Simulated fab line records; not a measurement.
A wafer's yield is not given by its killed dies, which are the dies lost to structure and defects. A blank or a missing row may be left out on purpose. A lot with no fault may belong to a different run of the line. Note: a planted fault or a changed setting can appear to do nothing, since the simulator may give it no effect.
Which of the tools did it? | flow n5_finfet | 30 wafers from 10 lots sampled at 5 of the route's 1938 steps

## WHAT EACH GAUGE READ, for each wafer
N5_START_INSPECT_01: inspects for defects (unpatterned scan).
lot  | measured    | on                | raw_defect_count
L434 | day 1 12:02 | defect_inspect-01 | 9 3 4
L435 | day 1 18:02 | defect_inspect-02 | 4 5 6
L437 | day 2 06:02 | defect_inspect-01 | 6 9 6
L438 | day 2 12:02 | defect_inspect-01 | 1 4 5
L439 | day 2 18:02 | defect_inspect-02 | 13 3 7
L442 | day 3 12:02 | defect_inspect-02 | 7 4 8
L443 | day 3 18:02 | defect_inspect-01 | 6 4 11
L449 | day 5 06:02 | defect_inspect-01 | 3 8 3
L452 | day 6 00:02 | defect_inspect-01 | 7 6 4
L457 | day 7 06:02 | defect_inspect-02 | 6 2 5

N5_ZERO_LAYER_INSPECT_20: inspects for defects (darkfield).
lot  | measured    | on                | raw_defect_count
L434 | day 1 13:15 | defect_inspect-01 | 56 31 58
L435 | day 1 19:16 | defect_inspect-02 | 13 12 48
L437 | day 2 07:17 | defect_inspect-02 | 35 41 44
L438 | day 2 13:31 | defect_inspect-01 | 30 37 31
L439 | day 2 19:24 | defect_inspect-02 | 53 48 43
L442 | day 3 13:15 | defect_inspect-02 | 79 78 71
L443 | day 3 19:16 | defect_inspect-02 | 31 27 15
L449 | day 5 07:22 | defect_inspect-02 | 21 23 12
L452 | day 6 02:16 | defect_inspect-01 | 20 21 13
L457 | day 7 07:16 | defect_inspect-01 | 14 10 10

N5_WELL_APT_CD_MEAS_08 targets a cd of 200 nm.
lot  | measured    | on        | cd_nm (nm)
L434 | day 1 13:41 | cd_sem-01 | 199.6 199.2 199.2
L435 | day 1 19:41 | cd_sem-03 | 200.7 199.5 199.5
L437 | day 2 07:35 | cd_sem-01 | 202.7 201.4 201.9
L438 | day 2 13:56 | cd_sem-01 | 201.2 200.8 202.7
L439 | day 2 19:43 | cd_sem-02 | 201.2 201.1 200.3
L442 | day 3 13:34 | cd_sem-03 | 201.2 200.7 202.8
L443 | day 3 19:34 | cd_sem-01 | 199.8 199.3 196.4
L449 | day 5 07:48 | cd_sem-01 | 198.3 199.1 198.7
L452 | day 6 02:42 | cd_sem-03 | 199.7 199.5 200.3
L457 | day 7 07:34 | cd_sem-03 | 199.3 200.6 201.7

N5_BEOL_M4_RC_MEAS_101.
lot  | measured     | on        | DIBL_N (mV/V)  | DIBL_P (mV/V)  | IOFF_N (nA/um)    | IOFF_P (nA/um) | ION_N (uA/um) | ION_P (uA/um) | SS_N (mV/dec)  | SS_P (mV/dec)  | VT_N (mV)         | VT_P (mV)
L434 | day 9 00:48  | prober-02 | 37.5 34.2 36.4 | 37.4 33.4 35.8 | 0.178 0.133 0.157 | 0.29 0.23 0.26 | 673 672 666   | 469 475 468   | 71.7 70.0 71.2 | 73.6 73.3 73.5 | 248.0 251.1 253.0 | -242 -245 -243
L435 | day 9 05:26  | prober-01 | 35.0 38.3 39.0 | 33.2 38.5 38.7 | 0.116 0.186 0.196 | 0.17 0.26 0.26 | 670 688 700   | 455 474 477   | 71.2 72.9 72.4 | 73.0 73.9 73.9 | 252.2 245.6 245.2 | -252 -247 -246
L437 | day 11 04:26 | prober-02 | 32.7 35.9 36.7 | 32.2 34.8 36.0 | 0.103 0.140 0.152 | 0.16 0.19 0.20 | 668 672 678   | 463 457 458   | 70.7 70.7 70.6 | 72.2 73.0 73.6 | 255.7 251.5 250.0 | -256 -255 -251
L438 | day 10 23:41 | prober-02 | 37.7 38.0 34.4 | 38.6 38.8 34.9 | 0.180 0.185 0.128 | 0.23 0.23 0.17 | 685 679 671   | 477 467 462   | 71.5 72.4 71.1 | 73.7 73.4 72.3 | 249.5 246.9 252.7 | -247 -248 -250
L439 | day 11 22:34 | prober-01 | 38.5 34.9 37.2 | 40.8 36.2 39.1 | 0.191 0.124 0.178 | 0.23 0.17 0.20 | 689 654 700   | 469 455 465   | 71.7 71.2 71.2 | 73.7 73.0 74.1 | 247.8 255.7 246.3 | -248 -254 -252
L442 | day 12 12:19 | prober-01 | 32.5 35.8 33.1 | 32.9 37.7 34.8 | 0.102 0.158 0.113 | 0.15 0.21 0.17 | 657 673 662   | 452 465 463   | 70.8 71.1 70.6 | 71.7 73.0 72.3 | 255.7 249.3 252.1 | -254 -248 -254
L443 | day 12 18:04 | prober-02 | 35.3 37.6 35.9 | 34.8 36.5 35.5 | 0.139 0.168 0.142 | 0.19 0.21 0.19 | 680 674 670   | 463 459 453   | 71.2 72.3 71.2 | 73.5 73.3 73.5 | 248.6 250.2 251.0 | -253 -250 -254
L449 | day 13 22:02 | prober-02 | 35.8 36.9 35.5 | 34.7 37.0 34.6 | 0.133 0.160 0.142 | 0.21 0.25 0.22 | 668 669 665   | 463 465 466   | 70.8 71.2 70.7 | 73.0 73.9 72.5 | 252.7 245.8 247.8 | -247 -246 -248
L452 | day 15 03:25 | prober-02 | 37.2 39.3 36.8 | 37.0 38.5 36.7 | 0.177 0.221 0.175 | 0.23 0.26 0.24 | 681 682 687   | 468 466 474   | 71.8 72.9 70.9 | 73.7 73.6 74.0 | 250.5 246.6 247.1 | -249 -246 -248
L457 | day 15 11:02 | prober-02 | 36.1 35.9 37.9 | 36.9 34.8 39.6 | 0.145 0.148 0.192 | 0.21 0.19 0.25 | 660 662 697   | 455 456 471   | 71.4 71.4 72.3 | 73.0 72.7 73.9 | 253.2 252.0 247.7 | -253 -252 -249

## WHICH TOOL RAN EACH LOT (tool, then ch and the chambers of the sampled wafers, then the start)
lot  | N5_PMOS_HMC_CHANNEL_EPI_ETCH_32
L434 | rie_diel-02 ch 1,3, day 1 17:15
L435 | rie_diel-04 ch 2,3, day 1 23:17
L437 | rie_diel-04 ch 1,2,3, day 2 11:55
L438 | rie_diel-04 ch 1,2,3, day 2 17:32
L439 | rie_diel-06 ch 0,2, day 2 23:46
L442 | rie_diel-02 ch 1,2,3, day 3 17:53
L443 | rie_diel-02 ch 0,2, day 3 23:21
L449 | rie_diel-02 ch 1,2,3, day 5 12:10
L452 | rie_diel-02 ch 1,2,3, day 6 06:36
L457 | rie_diel-04 ch 1,2, day 7 12:13
- N5_PMOS_HMC_CHANNEL_EPI_ETCH_32: etches BARC in N2/H2, stops on SiO2, target depth 85.8 nm, time 50.3 s.

## AS READ BY THE TOOLS THEMSELVES (means over the sampled wafers that have a number; for cases with no such wafer, the mark the record gives instead)
N5_PMOS_HMC_CHANNEL_EPI_ETCH_32.
lot  | tool        | bias_w (W) | drypump_motor_current_A (A) | h2_flow_sccm (sccm) | oes_product_au (a.u.) | rf_vpp_V (V) | showerhead_plenum_p_Torr (Torr) | throttle_valve_pct (%)
L434 | rie_diel-02 | 149.9      | 5.8                         | 200.2               | 0.65                  | 523.1        | 2.50                            | 17.94
L435 | rie_diel-04 | 149.4      | 5.4                         | 199.8               | 0.64                  | 525.8        | 2.63                            | 18.04
L437 | rie_diel-04 | 149.9      | 5.8                         | 199.8               | 0.63                  | 523.9        | 2.54                            | 18.08
L438 | rie_diel-04 | 150.0      | 5.7                         | 200.1               | 0.62                  | 523.4        | 2.54                            | 18.09
L439 | rie_diel-06 | 149.7      | 5.1                         | 199.7               | 0.62                  | 524.9        | 2.60                            | 17.93
L442 | rie_diel-02 | 149.6      | 5.7                         | 200.1               | 0.64                  | 523.3        | 2.50                            | 17.84
L443 | rie_diel-02 | 149.9      | 5.5                         | 199.6               | 0.64                  | 523.4        | 2.56                            | 17.86
L449 | rie_diel-02 | 148.1      | 5.8                         | 200.0               | 0.63                  | 518.6        | 2.49                            | 17.86
L452 | rie_diel-02 | 147.9      | 5.7                         | 200.3               | 0.62                  | 518.0        | 2.49                            | 17.87
L457 | rie_diel-04 | 149.7      | 5.6                         | 200.3               | 0.63                  | 524.4        | 2.58                            | 18.13

## THE ANSWER, worked out from the rows above alone
Rule: the lots themselves supply what counts as usual. The widest of any qualifying gaps counts: lots, ordered by their means at a reading, are off when they make up no more than a third of the lots, leave a main group of 4 or more, and stand apart from it by 3 or more times the standard deviation of that group's means. A main group is skipped when, at the precision printed for the reading in the tables above, its means are all equal. A lot without any number at a reading at which 4 lots or more have one is off too. The other lots that the step has rows for count as sound. First the gauges in route order, then the tools' own readings, where a lot's mean is used as printed above. At the first step where some lot is off, the reading lying furthest off is the one used; lots without a number count as furthest.
Off: L449, L452, at N5_PMOS_HMC_CHANNEL_EPI_ETCH_32 (bias_w). For the main group the mean is 149.8 W and the standard deviation 0.19.
A tool fits if, at that step or a process step before it, it ran every lot that is off, and no sound lot after the first of them. One fits: rie_diel-02 at N5_PMOS_HMC_CHANNEL_EPI_ETCH_32. Its last sound lot is L443 (day 3 23:21), its first lot that is off L449 (day 5 12:10): a fault that began between those two fits.
The tool's own readings at N5_PMOS_HMC_CHANNEL_EPI_ETCH_32 bear it out: on the lots that are off they differ by more than 5 times the standard deviation of the sound lots' means. bias_w reads 148.0 W there against 149.8 W on the sound lots; rf_vpp_V reads 518.3 V there against 524.0 V on the sound lots.

## WHAT THE SIMULATOR HAD PUT IN
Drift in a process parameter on rie_diel-02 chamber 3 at N5_PMOS_HMC_CHANNEL_EPI_ETCH_32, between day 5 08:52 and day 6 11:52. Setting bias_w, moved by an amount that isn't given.
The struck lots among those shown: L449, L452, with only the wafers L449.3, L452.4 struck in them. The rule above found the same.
